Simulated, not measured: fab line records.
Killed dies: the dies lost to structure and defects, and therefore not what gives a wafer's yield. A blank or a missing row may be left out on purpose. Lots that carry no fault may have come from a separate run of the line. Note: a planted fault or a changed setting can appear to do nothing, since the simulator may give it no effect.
Chamber matching / flow n5Finfet / N5_SD_EPI_N_ETCH_35 on rieDiel-04: 4 sister chambers
The step etches SOC in N2/H2, overetch 108 nm, time 486 s. 4 wafers are shown with their chamber, then 7 later ones without.

== WAFERS WITH THEIR CHAMBER ==
wafer=L076.2; chamber=3; throttleValvePct (%)=24.10
wafer=L087.4; chamber=1; throttleValvePct (%)=23.90
wafer=L088.1; chamber=0; throttleValvePct (%)=23.84
wafer=L088.2; chamber=2; throttleValvePct (%)=24.18

== WAFERS WHOSE CHAMBER IS MISSING ==
wafer=L088.4; throttleValvePct (%)=23.92
wafer=L090.2; throttleValvePct (%)=23.87
wafer=L090.3; throttleValvePct (%)=23.86
wafer=L090.6; throttleValvePct (%)=24.19
wafer=L093.3; throttleValvePct (%)=24.20
wafer=L093.4; throttleValvePct (%)=23.87
wafer=L093.5; throttleValvePct (%)=23.91

== EACH ONE'S CHAMBER ==
wafer=L088.4; from the rows above=1; in truth=1
wafer=L090.2; from the rows above=can't be placed: 1 or 0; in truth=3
wafer=L090.3; from the rows above=can't be placed: 0 or 1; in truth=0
wafer=L090.6; from the rows above=2; in truth=2
wafer=L093.3; from the rows above=2; in truth=2
wafer=L093.4; from the rows above=can't be placed: 1 or 0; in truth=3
wafer=L093.5; from the rows above=1; in truth=1
Placed correctly: 4 of 7. Cannot be placed on the basis of these rows: 3; the candidates contain the true chamber in 1. Wrongly placed: 0.
How it was worked out, from the rows above alone: a wafer's distance from a chamber is the root of the sum, over the readings, of the square of ((its reading less the chamber's mean) divided by the reading's scatter). If the next closest chamber is less than 2 further off than the closest, the wafer can't be placed; otherwise it belongs to the closest. For every chamber, the mean is computed from those of its wafers that are shown. The scatter (one wafer shown for each chamber): square how far every hidden wafer sits from the nearest shown wafer, average those squares and take the square root.
